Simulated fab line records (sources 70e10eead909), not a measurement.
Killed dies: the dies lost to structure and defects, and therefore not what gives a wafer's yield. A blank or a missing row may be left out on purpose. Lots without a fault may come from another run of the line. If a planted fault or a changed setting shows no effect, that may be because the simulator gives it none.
One fault through the eyes of 2 desks | flow nand harc | only its own numbers are on each desk; what lay behind them is given at the end

== THE DEFECT DESK ==
Inspection counts along the route, by lot: the mean over sampled wafers that carry a number. Any lot whose mean is over 4 standard deviations away from the usual mean is out of limits and marked OUT; that distance is given in the brackets.
Columns: A = raw defect count at NHARC_P_M2_INSPECT_11, usual 5
lot  | first seen here | A
L398 | day 7 05:26     | 2
L399 | day 7 05:41     | 4
L400 | day 7 13:44     | 6
L402 | day 8 06:08     | 2
L401 | day 8 06:57     | 5
L403 | day 8 21:41     | 5
L404 | day 9 10:14     | 3
L405 | day 9 21:26     | 7
L408 | day 11 05:34    | 9
L409 | day 11 16:54    | 8
L413 | day 13 04:32    | 5
L416 | day 14 09:14    | 4
L418 | day 15 07:10    | 6
Finding of this desk: none of the 13 lots has anything out of limits.

== TOOL OWNER'S DESK, ecd cu-01 ==
The tool's own readings at NHARC_P_M2_ECD_22 (material Cu, target thk 400 nm): means of the sampled wafers that have a number, for each lot that ran on this tool. Any lot whose mean is over 4 standard deviations away from the usual mean is out of limits and marked OUT; that distance is given in the brackets.
Columns: A = bath temp c at NHARC_P_M2_ECD_22, usual 25.01 C
lot  | first seen here | A
L400 | day 7 15:38     | 24.99
L401 | day 8 08:23     | 24.83
L404 | day 9 11:41     | 25.05
L405 | day 9 22:52     | 25.00
L408 | day 11 07:01    | 24.90
L413 | day 13 05:59    | 25.06
Finding of this desk: none of the 6 lots has anything out of limits.

== TAKEN TOGETHER ==
Nothing out of limits was seen by the defect desk.
Nothing out of limits was seen by the tool owner's desk.

== WHAT WAS PUT IN BY THE SIMULATOR ==
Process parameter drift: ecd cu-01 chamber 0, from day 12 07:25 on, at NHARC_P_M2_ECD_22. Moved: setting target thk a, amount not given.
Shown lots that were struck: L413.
